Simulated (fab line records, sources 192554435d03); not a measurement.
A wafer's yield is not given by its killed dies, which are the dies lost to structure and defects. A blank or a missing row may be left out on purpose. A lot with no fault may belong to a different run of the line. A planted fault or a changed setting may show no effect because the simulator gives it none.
Chamber matching | flow n5 finfet | N5_BEOL_M15_CMP_49 on cmp-03 has 4 sister chambers
The step polishes, stops on SiO2, t overpolish 4.9 s, target thk 850 nm. 8 wafers are shown with their chamber, then 12 later ones without.

## WAFERS, EACH WITH ITS CHAMBER
wafer  | chamber | motor current A (A) | overpolish run s (s)
L076.2 | 1       | 7.5                 | 4.899
L078.6 | 2       | 8.7                 | 4.908
L080.5 | 0       | 7.4                 | 4.889
L079.2 | 1       | 7.5                 | 4.904
L079.3 | 0       | 7.7                 | 4.887
L083.2 | 3       | 10.9                | 4.924
L083.5 | 2       | 8.6                 | 4.911
L083.6 | 3       | 11.1                | 4.900

## WAFERS WHOSE CHAMBER IS MISSING
wafer  | motor current A (A) | overpolish run s (s)
L090.1 | 7.9                 | 4.893
L090.2 | 8.8                 | 4.898
L090.3 | 10.3                | 4.905
L091.1 | 8.4                 | 4.903
L091.4 | 7.6                 | 4.889
L091.6 | 10.4                | 4.905
L093.3 | 7.7                 | 4.899
L093.4 | 8.2                 | 4.894
L093.6 | 9.8                 | 4.882
L097.1 | 7.7                 | 4.899
L097.4 | 7.7                 | 4.907
L097.6 | 7.5                 | 4.892

## THE CHAMBER EACH PASSED THROUGH
wafer  | from the rows above          | in truth
L090.1 | can't be placed: 0 or 1      | 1
L090.2 | 2                            | 2
L090.3 | 3                            | 3
L091.1 | 2                            | 2
L091.4 | can't be placed: 0 or 1      | 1
L091.6 | 3                            | 3
L093.3 | can't be placed: 1 or 0      | 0
L093.4 | can't be placed: 2 or 0 or 1 | 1
L093.6 | can't be placed: 2 or 3      | 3
L097.1 | can't be placed: 1 or 0      | 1
L097.4 | can't be placed: 1 or 0      | 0
L097.6 | can't be placed: 0 or 1      | 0
Correct placement for 4 of the 12. These rows do not allow placing 8 (true chamber among the candidates in 8). 0 placed wrongly.
How it was worked out, from the rows above alone: a wafer's distance from a chamber is the root of the sum, over the readings, of the square of ((its reading less the chamber's mean) divided by the reading's scatter). If the next closest chamber is less than 2 further off than the closest, the wafer can't be placed; otherwise it belongs to the closest. A chamber's mean is the mean of its shown wafers. The scatter is the square root of a quotient: the sum, over the shown wafers, of each reading's squared deviation from its chamber's mean, divided by wafers minus chambers.
